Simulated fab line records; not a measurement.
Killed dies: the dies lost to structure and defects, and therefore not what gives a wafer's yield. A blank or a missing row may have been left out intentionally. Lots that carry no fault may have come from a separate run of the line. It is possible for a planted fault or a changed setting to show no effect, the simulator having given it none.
fab line records	flow n5-finfet
record: lots: 24	wafers: 72	last-day: 18
route steps=1938 shown BEOL_M6@1207 BEOL_M7@1277
lots that met no fault: from a run of the same line without faults
start-h: hours from the record's first day to the start of the lot's first wafer shown	wait-h: hours elapsed since this lot's preceding step	" unchanged from the row above	L1.1+2: one row covering several wafers at once	- either no value or no given start	* or withheld: withheld	< > ~ a bound
route shown NAME@n: names a module that has steps shown in the file, with the first one's number in the route	usual: mean/standard deviation taken from wafers without a fault	same: alike in all rows	chamber/n: place in a boat	sites: readings site by site	_std_site: standard deviation across them	_edge_site: mean of outer sites minus mean of inner sites	radius-mm: how far each site lies from the wafer's centre	mask NAME#n: copy n	behind: the tool/chamber that last shaped the wafer	hold: reason for holding the lot/hours on hold/outcome of the hold	device: transistor that didn't switch, given as n, p or np	end of line: the tests these same wafers got at the end of their route	step lacking rows: just its recipe	killed: at the first sort, the dies lost to defects and structure; wafer yield is something else	map: a wafer's dies, x killed, . not, _ none there
set.NAME: the setting the step ran with; set.NAME@STEP: the setting that earlier step ran with	model.NAME: the simulator's own value behind a step, which no gauge read
a sample of lots followed through the steps of the route, with each step as a table and each wafer as a row
services: a tool's chamber out of use, with start hour (start-h, from the record's first day; less than 0 if before it), hours out, and reason
== steps ==
step: N5_BEOL_M6_CD_MEAS_11
recipe: target-cd-nm: 38.5	landing-energy-ev: 500	detector: se-inlens	polarity: opening
usual: cd-nm: 38.5/0.54
lot.wafer	tool	chamber	start-h	wait-h	cd-nm
L075.2	cd-sem-02	0	200.07	-	38.0
L075.3	"	0	"	"	38.3
L075.5	"	0	"	"	38.1
L074.2	cd-sem-03	0	202.51	-	38.3
L074.5	"	0	"	"	38.7
L074.6	"	0	"	"	38.9
L076.1	cd-sem-03	0	213.80	-	37.4
L076.2	"	0	"	"	38.0
L076.5	"	0	"	"	38.6
L077.1	cd-sem-02	0	216.75	-	38.6
L077.2	"	0	"	"	38.4
L077.5	"	0	"	"	38.3
L078.1	cd-sem-01	0	222.22	-	38.3
L078.4	"	0	"	"	37.7
L078.6	"	0	"	"	38.7
L081.2	cd-sem-01	0	231.48	-	39.3
L081.5	"	0	"	"	38.2
L081.6	"	0	"	"	38.5
L082.1	cd-sem-03	0	244.11	-	38.7
L082.5	"	0	"	"	38.6
L082.6	"	0	"	"	39.2
L080.1	cd-sem-02	0	250.26	-	39.1
L080.3	"	0	"	"	39.0
L080.4	"	0	"	"	38.9
L079.2	cd-sem-02	0	250.43	-	39.3
L079.3	"	0	"	"	38.9
L079.4	"	0	"	"	38.5
L084.1	cd-sem-02	0	252.80	-	38.9
L084.3	"	0	"	"	38.0
L084.6	"	0	"	"	38.3
L083.1	cd-sem-02	0	256.56	-	37.4
L083.3	"	0	"	"	37.9
L083.4	"	0	"	"	37.4
L085.1	cd-sem-02	0	263.63	-	39.0
L085.3	"	0	"	"	39.0
L085.6	"	0	"	"	38.4
L086.3	cd-sem-02	0	263.81	-	38.1
L086.4	"	0	"	"	38.6
L086.5	"	0	"	"	39.1
L087.1	cd-sem-02	0	280.68	-	39.2
L087.4	"	0	"	"	39.3
L087.5	"	0	"	"	38.8
L090.2	cd-sem-02	0	280.85	-	38.2
L090.4	"	0	"	"	38.8
L090.6	"	0	"	"	38.5
L088.1	cd-sem-01	0	287.90	-	38.5
L088.3	"	0	"	"	38.5
L088.6	"	0	"	"	38.3
L089.1	cd-sem-03	0	293.75	-	38.9
L089.3	"	0	"	"	38.1
L089.5	"	0	"	"	38.7
L091.1	cd-sem-03	0	296.08	-	38.4
L091.5	"	0	"	"	38.6
L091.6	"	0	"	"	38.7
L092.4	cd-sem-03	0	296.57	-	37.7
L092.5	"	0	"	"	37.4
L092.6	"	0	"	"	38.9
L093.2	cd-sem-03	0	301.11	-	37.8
L093.4	"	0	"	"	38.8
L093.5	"	0	"	"	38.1
L094.2	cd-sem-01	0	316.62	-	38.4
L094.4	"	0	"	"	37.6
L094.6	"	0	"	"	37.9
L095.1	cd-sem-02	0	326.23	-	38.4
L095.4	"	0	"	"	39.4
L095.5	"	0	"	"	39.2
L097.4	cd-sem-03	0	330.92	-	38.7
L097.5	"	0	"	"	37.2
L097.6	"	0	"	"	38.1
L096.2	cd-sem-02	0	334.54	-	39.2
L096.4	"	0	"	"	39.7
L096.6	"	0	"	"	38.9
step: N5_BEOL_M6_CD_MEAS_18
recipe: pitch-nm: 80	target-cd-nm: 40
usual: cd-nm: 40.0/0.61
lot.wafer	tool	chamber	start-h	wait-h	cd-nm
L075.2	cd-sem-03	-	200.62	0.1	38.6
L075.3	"	-	"	"	39.8
L075.5	"	-	"	"	39.9
L074.2	cd-sem-01	-	203.09	0.1	40.3
L074.5	"	-	"	"	40.5
L074.6	"	-	"	"	40.8
L076.1	cd-sem-03	-	214.35	0.0	39.0
L076.2	"	-	"	"	39.6
L076.5	"	-	"	"	39.9
L077.1	cd-sem-01	-	217.49	0.0	40.4
L077.2	"	-	"	"	39.5
L077.5	"	-	"	"	39.6
L078.1	cd-sem-02	-	222.93	0.0	39.8
L078.4	"	-	"	"	39.3
L078.6	"	-	"	"	40.2
L081.2	cd-sem-02	-	232.03	0.1	40.5
L081.5	"	-	"	"	39.5
L081.6	"	-	"	"	39.9
L082.1	cd-sem-03	-	244.72	0.0	40.5
L082.5	"	-	"	"	40.6
L082.6	"	-	"	"	41.0
L080.1	cd-sem-02	-	250.81	0.0	40.3
L080.3	"	-	"	"	40.6
L080.4	"	-	"	"	39.9
L079.2	cd-sem-01	-	251.02	0.1	41.2
L079.3	"	-	"	"	40.4
L079.4	"	-	"	"	40.3
L084.1	cd-sem-01	-	253.76	0.0	40.7
L084.3	"	-	"	"	39.4
L084.6	"	-	"	"	39.7
L083.1	cd-sem-03	-	257.25	0.0	38.8
L083.3	"	-	"	"	39.6
L083.4	"	-	"	"	39.2
L085.1	cd-sem-02	-	264.21	0.0	40.2
L085.3	"	-	"	"	40.7
L085.6	"	-	"	"	40.4
L086.3	cd-sem-02	-	264.36	0.1	39.2
L086.4	"	-	"	"	39.4
L086.5	"	-	"	"	40.3
L087.1	cd-sem-01	-	281.27	0.0	41.7
L087.4	"	-	"	"	41.1
L087.5	"	-	"	"	41.0
L090.2	cd-sem-03	-	281.40	0.1	39.3
L090.4	"	-	"	"	39.3
L090.6	"	-	"	"	40.0
L088.1	cd-sem-01	-	288.85	0.0	40.3
L088.3	"	-	"	"	40.0
L088.6	"	-	"	"	39.6
L089.1	cd-sem-03	-	294.30	0.0	40.4
L089.3	"	-	"	"	39.8
L089.5	"	-	"	"	40.2
L091.1	cd-sem-02	-	297.40	0.0	40.2
L091.5	"	-	"	"	40.2
L091.6	"	-	"	"	40.2
L092.4	cd-sem-01	-	297.84	0.1	39.4
L092.5	"	-	"	"	39.2
L092.6	"	-	"	"	40.0
L093.2	cd-sem-01	-	301.87	0.1	39.6
L093.4	"	-	"	"	40.5
L093.5	"	-	"	"	39.9
L094.2	cd-sem-03	-	317.20	0.1	40.0
L094.4	"	-	"	"	40.3
L094.6	"	-	"	"	40.3
L095.1	cd-sem-03	-	326.84	0.1	39.7
L095.4	"	-	"	"	40.7
L095.5	"	-	"	"	40.8
L097.4	cd-sem-02	-	331.90	0.1	39.9
L097.5	"	-	"	"	39.3
L097.6	"	-	"	"	39.5
L096.2	cd-sem-03	-	335.65	0.1	40.3
L096.4	"	-	"	"	40.9
L096.6	"	-	"	"	40.7
step: N5_BEOL_M6_STRIP_80
recipe: chemistry: N2/H2	time-s: 10	power-w: 450	temp-c: 40	pressure-mtorr: 20	rf-frequency-hz: 6e+07	bias-power-w: 7	n2-flow-sccm: 200	h2-flow-sccm: 200
usual: drypump-motor-current-A: 6.0/0.52	oes-product-au: 0.79/0.093	rf-vpp-V: 59.4/0.93	showerhead-plenum-p-Torr: 2.59/0.087	throttle-valve-pct: 23.6/0.31
lot.wafer	tool	chamber	start-h	wait-h	drypump-motor-current-A	oes-product-au	rf-hours-counter-h	rf-vpp-V	showerhead-plenum-p-Torr	throttle-valve-pct
L075.2	rie-diel-01	1	-	-	6.2	0.81	101	61.1	2.67	23.9
L075.3	"	2	"	"	4.9	0.70	201	59.3	2.42	23.8
L075.5	"	1	"	"	6.2	0.81	-	59.2	2.67	23.9
L074.2	rie-diel-02	2	-	-	5.7	0.80	96	59.0	2.57	24.1
L074.5	"	0	"	"	6.2	0.71	-	59.3	2.61	23.3
L074.6	"	1	"	"	6.5	0.90	-	61.0	2.70	23.3
L076.1	rie-diel-01	3	-	-	5.1	0.82	65	58.1	2.48	23.2
L076.2	"	1	"	"	6.1	0.81	107	59.2	2.67	23.9
L076.5	"	1	"	"	6.2	0.80	-	57.0	2.67	23.9
L077.1	rie-diel-05	2	-	-	5.6	0.71	203	59.4	2.62	24.1
L077.2	"	1	"	"	6.5	0.69	218	59.4	2.52	23.3
L077.5	"	2	"	"	5.6	0.71	-	58.8	2.62	24.1
L078.1	rie-diel-02	2	-	-	5.7	0.79	102	58.2	2.57	24.1
L078.4	"	3	"	"	6.0	0.90	47	60.0	2.68	23.5
L078.6	"	0	"	"	6.2	0.70	-	58.3	2.61	23.3
L081.2	rie-diel-05	0	-	-	5.6	0.99	3	58.5	2.58	23.6
L081.5	"	2	"	"	5.6	0.70	-	57.6	2.62	24.1
L081.6	"	1	"	"	6.5	0.70	-	59.5	2.52	23.3
L082.1	rie-diel-05	1	-	-	6.5	0.68	229	59.6	2.52	23.3
L082.5	"	2	"	"	5.6	0.70	-	60.5	2.62	24.1
L082.6	"	0	"	"	5.6	0.98	-	60.2	2.58	23.6
L080.1	rie-diel-01	3	-	-	5.1	0.80	77	58.8	2.47	23.2
L080.3	"	0	"	"	6.8	0.71	194	60.0	2.51	23.6
L080.4	"	2	"	"	4.9	0.69	217	58.7	2.41	23.8
L079.2	rie-diel-02	1	-	-	6.5	0.88	44	61.1	2.69	23.3
L079.3	"	0	"	"	6.3	0.69	228	59.3	2.61	23.3
L079.4	"	3	"	"	6.0	0.89	56	59.2	2.68	23.5
L084.1	rie-diel-02	1	-	-	6.6	0.87	46	58.9	2.69	23.3
L084.3	"	2	"	"	5.7	0.77	112	60.8	2.57	24.1
L084.6	"	0	"	"	6.3	0.68	-	60.4	2.60	23.3
L083.1	rie-diel-05	0	-	-	5.6	0.95	14	59.6	2.58	23.6
L083.3	"	3	"	"	6.2	0.97	4	62.1	2.70	23.5
L083.4	"	1	"	"	6.5	0.68	-	58.5	2.51	23.3
L085.1	rie-diel-05	1	-	-	6.5	0.69	238	60.3	2.51	23.3
L085.3	"	2	"	"	5.6	0.70	216	60.4	2.62	24.1
L085.6	"	3	"	"	6.2	0.97	-	59.9	2.70	23.5
L086.3	rie-diel-02	1	-	-	6.5	0.88	50	60.1	2.69	23.3
L086.4	"	3	"	"	6.0	0.88	62	59.6	2.68	23.5
L086.5	"	1	"	"	6.5	0.88	-	58.5	2.69	23.3
L087.1	rie-diel-01	0	-	-	6.8	0.70	205	59.6	2.50	23.6
L087.4	"	3	"	"	5.1	0.80	88	58.7	2.47	23.2
L087.5	"	3	"	"	5.1	0.80	-	59.1	2.47	23.2
L090.2	rie-diel-02	3	-	-	6.0	0.87	66	60.4	2.67	23.5
L090.4	"	1	"	"	6.5	0.87	56	58.2	2.69	23.3
L090.6	"	2	"	"	5.7	0.77	-	58.2	2.56	24.1
L088.1	rie-diel-02	0	-	-	6.2	0.68	241	60.8	2.60	23.3
L088.3	"	3	"	"	6.0	0.86	68	59.8	2.67	23.5
L088.6	"	0	"	"	6.2	0.68	-	59.4	2.60	23.3
L089.1	rie-diel-05	2	-	-	5.5	0.69	226	58.5	2.61	24.1
L089.3	"	0	"	"	5.6	0.93	28	60.9	2.57	23.6
L089.5	"	3	"	"	6.2	0.92	-	60.7	2.70	23.5
L092.4	rie-diel-02	0	-	-	6.3	0.68	245	58.7	2.60	23.3
L092.5	"	3	"	"	6.0	0.87	-	61.1	2.67	23.5
L092.6	"	0	"	"	6.2	0.69	-	58.6	2.60	23.3
L091.1	rie-diel-02	3	-	-	6.0	0.87	72	59.8	2.67	23.5
L091.5	"	0	"	"	6.3	0.69	-	59.0	2.60	23.3
L091.6	"	3	"	"	5.9	0.87	-	59.5	2.67	23.5
L093.2	rie-diel-02	2	-	-	5.7	0.77	129	59.7	2.56	24.1
L093.4	"	0	"	"	6.3	0.68	246	59.3	2.60	23.3
L093.5	"	3	"	"	6.0	0.87	-	59.7	2.67	23.5
L094.2	rie-diel-02	2	-	-	5.7	0.76	134	58.6	2.56	24.1
L094.4	"	1	"	"	6.5	0.85	-	59.4	2.68	23.3
L094.6	"	2	"	"	5.7	0.77	-	59.0	2.56	24.1
L095.1	rie-diel-01	0	-	-	6.8	0.69	223	58.5	2.50	23.6
L095.4	"	1	"	"	6.1	0.77	149	59.0	2.65	24.0
L095.5	"	0	"	"	6.8	0.69	-	60.1	2.50	23.6
L097.4	rie-diel-01	3	-	-	5.1	0.77	107	59.5	2.46	23.3
L097.5	"	3	"	"	5.1	0.77	-	59.5	2.46	23.3
L097.6	"	2	"	"	4.9	0.66	-	57.3	2.40	23.9
L096.2	rie-diel-02	1	-	-	6.5	0.84	-	58.7	2.68	23.3
L096.4	"	1	"	"	6.5	0.84	-	59.5	2.68	23.3
L096.6	"	1	"	"	6.5	0.84	-	60.1	2.68	23.3
step: N5_BEOL_M6_OCD_MEAS_38
usual: trench-depth-nm: 94.5/1.8
lot.wafer	tool	chamber	start-h	wait-h	trench-depth-nm
L075.2	ocd-02	-	202.54	-	97.3
L075.3	"	-	"	"	92.7
L075.5	"	-	"	"	96.7
L074.2	ocd-01	-	205.24	-	94.7
L074.5	"	-	"	"	94.4
L074.6	"	-	"	"	93.7
L076.1	ocd-01	-	217.57	-	94.9
L076.2	"	-	"	"	96.5
L076.5	"	-	"	"	95.9
L077.1	ocd-02	-	220.73	-	91.2
L077.2	"	-	"	"	93.5
L077.5	"	-	"	"	91.4
L078.1	ocd-02	-	223.83	-	96.3
L078.4	"	-	"	"	96.7
L078.6	"	-	"	"	94.6
L081.2	ocd-02	-	233.90	-	97.2
L081.5	"	-	"	"	92.7
L081.6	"	-	"	"	94.1
L082.1	ocd-02	-	245.70	-	93.3
L082.5	"	-	"	"	91.5
L082.6	"	-	"	"	96.7
L080.1	ocd-01	-	252.23	-	96.3
L080.3	"	-	"	"	91.8
L080.4	"	-	"	"	93.0
L079.2	ocd-02	-	252.28	-	94.5
L079.3	"	-	"	"	94.1
L079.4	"	-	"	"	95.2
L084.1	ocd-01	-	256.23	-	95.3
L084.3	"	-	"	"	96.3
L084.6	"	-	"	"	94.0
L083.1	ocd-01	-	260.06	-	96.6
L083.3	"	-	"	"	95.3
L083.4	"	-	"	"	93.1
L085.1	ocd-02	-	266.83	-	92.7
L085.3	"	-	"	"	92.5
L085.6	"	-	"	"	95.9
L086.3	ocd-01	-	266.89	-	94.4
L086.4	"	-	"	"	95.0
L086.5	"	-	"	"	94.7
L087.1	ocd-02	-	283.79	-	91.8
L087.4	"	-	"	"	94.6
L087.5	"	-	"	"	95.0
L090.2	ocd-01	-	283.87	-	95.9
L090.4	"	-	"	"	94.2
L090.6	"	-	"	"	94.5
L088.1	ocd-02	-	289.92	-	94.0
L088.3	"	-	"	"	95.5
L088.6	"	-	"	"	93.4
L089.1	ocd-01	-	295.31	-	92.2
L089.3	"	-	"	"	96.0
L089.5	"	-	"	"	94.9
L092.4	ocd-02	-	300.71	-	94.7
L092.5	"	-	"	"	97.1
L092.6	"	-	"	"	93.7
L091.1	ocd-01	-	301.10	-	96.0
L091.5	"	-	"	"	93.7
L091.6	"	-	"	"	94.7
L093.2	ocd-02	-	304.18	-	95.1
L093.4	"	-	"	"	93.5
L093.5	"	-	"	"	94.8
L094.2	ocd-01	-	319.71	-	96.4
L094.4	"	-	"	"	95.1
L094.6	"	-	"	"	96.5
L095.1	ocd-02	-	331.36	-	91.0
L095.4	"	-	"	"	95.0
L095.5	"	-	"	"	90.7
L097.4	ocd-01	-	334.15	-	95.1
L097.5	"	-	"	"	94.8
L097.6	"	-	"	"	92.3
L096.2	ocd-01	-	339.26	-	95.3
L096.4	"	-	"	"	94.0
L096.6	"	-	"	"	93.9
step: N5_BEOL_M7_OVL_MEAS_12
recipe: points-per-wafer: 44
usual: M7_OVL: 0.1/0.85
lot.wafer	tool	chamber	start-h	wait-h	M7_OVL[nm]
L075.2	overlay-01	0	208.96	0.0	0.5
L075.3	"	0	"	"	-0.5
L075.5	"	0	"	"	-0.7
L074.2	overlay-01	0	209.84	0.0	0.4
L074.5	"	0	"	"	0.2
L074.6	"	0	"	"	0.2
L076.1	overlay-01	0	224.92	0.0	-1.3
L076.2	"	0	"	"	0.1
L076.5	"	0	"	"	-0.8
L077.1	overlay-01	0	225.24	0.0	0.0
L077.2	"	0	"	"	-0.1
L077.5	"	0	"	"	-0.5
L078.1	overlay-01	0	228.85	0.0	-1.3
L078.4	"	0	"	"	-0.6
L078.6	"	0	"	"	-0.7
L081.2	overlay-01	0	240.12	0.0	0.7
L081.5	"	0	"	"	0.0
L081.6	"	0	"	"	1.2
L082.1	overlay-02	0	253.44	0.0	-0.8
L082.5	"	0	"	"	0.7
L082.6	"	0	"	"	-0.9
L080.1	overlay-02	0	257.26	0.0	-0.7
L080.3	"	0	"	"	-0.7
L080.4	"	0	"	"	-0.7
L079.2	overlay-01	0	257.43	0.0	1.9
L079.3	"	0	"	"	0.8
L079.4	"	0	"	"	1.3
L084.1	overlay-02	0	261.21	0.0	0.1
L084.3	"	0	"	"	0.7
L084.6	"	0	"	"	0.1
L083.1	overlay-01	0	267.13	0.0	1.6
L083.3	"	0	"	"	0.3
L083.4	"	0	"	"	0.1
L086.3	overlay-01	0	272.00	0.0	0.0
L086.4	"	0	"	"	-0.3
L086.5	"	0	"	"	-0.6
L085.1	overlay-01	0	272.94	0.0	-0.4
L085.3	"	0	"	"	-0.6
L085.6	"	0	"	"	-1.5
L090.2	overlay-01	0	290.05	0.0	2.3
L090.4	"	0	"	"	2.6
L090.6	"	0	"	"	1.8
L087.1	overlay-02	0	290.35	0.0	0.0
L087.4	"	0	"	"	-0.5
L087.5	"	0	"	"	0.0
L088.1	overlay-01	0	296.82	0.0	0.1
L088.3	"	0	"	"	0.1
L088.6	"	0	"	"	1.1
L089.1	overlay-01	0	301.11	0.0	-0.2
L089.3	"	0	"	"	0.6
L089.5	"	0	"	"	0.3
L092.4	overlay-02	0	305.51	0.0	0.0
L092.5	"	0	"	"	-0.7
L092.6	"	0	"	"	-0.5
L091.1	overlay-01	0	307.09	0.0	0.0
L091.5	"	0	"	"	-0.3
L091.6	"	0	"	"	-0.4
L093.2	overlay-02	0	309.72	0.0	-1.5
L093.4	"	0	"	"	-0.1
L093.5	"	0	"	"	0.8
L094.2	overlay-01	0	325.98	0.0	-0.8
L094.4	"	0	"	"	-2.0
L094.6	"	0	"	"	-2.2
L095.1	overlay-01	0	338.10	0.0	0.0
L095.4	"	0	"	"	-0.2
L095.5	"	0	"	"	-0.6
L097.4	overlay-01	0	340.79	0.0	-0.3
L097.5	"	0	"	"	1.8
L097.6	"	0	"	"	-0.2
L096.2	overlay-01	0	344.46	0.0	0.5
L096.4	"	0	"	"	0.6
L096.6	"	0	"	"	-0.2
step: N5_BEOL_M7_INSPECT_13
recipe: mode: adi	inspect-instrument: brightfield
usual: raw-defect-count: 358/68
lot.wafer	tool	chamber	start-h	wait-h	raw-defect-count
L075.2	defect-inspect-01	-	208.98	0.0	428
L075.3	"	-	"	"	415
L075.5	"	-	"	"	392
L074.2	defect-inspect-01	-	209.86	0.0	350
L074.5	"	-	"	"	338
L074.6	"	-	"	"	372
L076.1	defect-inspect-02	-	224.95	0.0	398
L076.2	"	-	"	"	460
L076.5	"	-	"	"	441
L077.1	defect-inspect-01	-	225.27	0.0	365
L077.2	"	-	"	"	356
L077.5	"	-	"	"	505
L078.1	defect-inspect-02	-	228.88	0.0	252
L078.4	"	-	"	"	402
L078.6	"	-	"	"	469
L081.2	defect-inspect-02	-	240.15	0.0	236
L081.5	"	-	"	"	301
L081.6	"	-	"	"	361
L082.1	defect-inspect-01	-	253.46	0.0	339
L082.5	"	-	"	"	325
L082.6	"	-	"	"	341
L080.1	defect-inspect-02	-	257.28	0.0	227
L080.3	"	-	"	"	350
L080.4	"	-	"	"	470
L079.2	defect-inspect-02	-	257.45	0.0	368
L079.3	"	-	"	"	348
L079.4	"	-	"	"	336
L084.1	defect-inspect-02	-	261.23	0.0	298
L084.3	"	-	"	"	193
L084.6	"	-	"	"	309
L083.1	defect-inspect-01	-	267.16	0.0	402
L083.3	"	-	"	"	388
L083.4	"	-	"	"	382
L086.3	defect-inspect-01	-	272.02	0.0	478
L086.4	"	-	"	"	383
L086.5	"	-	"	"	312
L085.1	defect-inspect-02	-	272.96	0.0	283
L085.3	"	-	"	"	299
L085.6	"	-	"	"	325
L090.2	defect-inspect-02	-	290.07	0.0	402
L090.4	"	-	"	"	345
L090.6	"	-	"	"	332
L087.1	defect-inspect-02	-	290.37	0.0	372
L087.4	"	-	"	"	395
L087.5	"	-	"	"	362
L088.1	defect-inspect-02	-	296.85	0.0	317
L088.3	"	-	"	"	402
L088.6	"	-	"	"	355
L089.1	defect-inspect-01	-	301.13	0.0	379
L089.3	"	-	"	"	416
L089.5	"	-	"	"	375
L092.4	defect-inspect-02	-	305.54	0.0	294
L092.5	"	-	"	"	291
L092.6	"	-	"	"	296
L091.1	defect-inspect-02	-	307.12	0.0	287
L091.5	"	-	"	"	238
L091.6	"	-	"	"	216
L093.2	defect-inspect-01	-	309.74	0.0	393
L093.4	"	-	"	"	368
L093.5	"	-	"	"	431
L094.2	defect-inspect-02	-	326.01	0.0	372
L094.4	"	-	"	"	368
L094.6	"	-	"	"	324
L095.1	defect-inspect-02	-	338.12	0.0	261
L095.4	"	-	"	"	388
L095.5	"	-	"	"	448
L097.4	defect-inspect-02	-	340.81	0.0	503
L097.5	"	-	"	"	390
L097.6	"	-	"	"	396
L096.2	defect-inspect-01	-	344.48	0.0	247
L096.4	"	-	"	"	350
L096.6	"	-	"	"	461
== services ==
tool	chamber	start-h	hours	kind
rie-diel-01	1	200.33	1.6	repair
rie-diel-05	0	203.00	-	clean
rie-diel-05	0	203.00	-	consumable-replace:focus-ring
rie-diel-05	0	203.00	22.6	scheduled-down
rie-diel-05	0	203.00	22.6	vent-cycle
rie-diel-05	3	226.02	-	clean
rie-diel-05	3	226.02	-	consumable-replace:focus-ring
rie-diel-05	3	226.02	-	consumable-replace:showerhead
rie-diel-05	3	226.02	24.8	scheduled-down
rie-diel-05	3	226.02	24.8	vent-cycle
rie-diel-05	2	248.35	14.3	repair
rie-diel-01	2	252.54	8.2	repair
rie-diel-05	1	297.02	-	clean
rie-diel-05	1	297.02	-	consumable-replace:focus-ring
rie-diel-05	1	297.02	22.1	scheduled-down
rie-diel-05	1	297.02	22.1	vent-cycle
rie-diel-02	2	306.72	4.8	repair
rie-diel-02	0	313.32	-	clean
rie-diel-02	0	313.32	-	consumable-replace:focus-ring
rie-diel-02	0	313.32	30.2	scheduled-down
rie-diel-02	0	313.32	30.2	vent-cycle
rie-diel-02	3	317.48	4.5	repair
rie-diel-02	3	329.20	11.3	repair
rie-diel-02	2	332.84	7.0	repair
== key ==
fault none
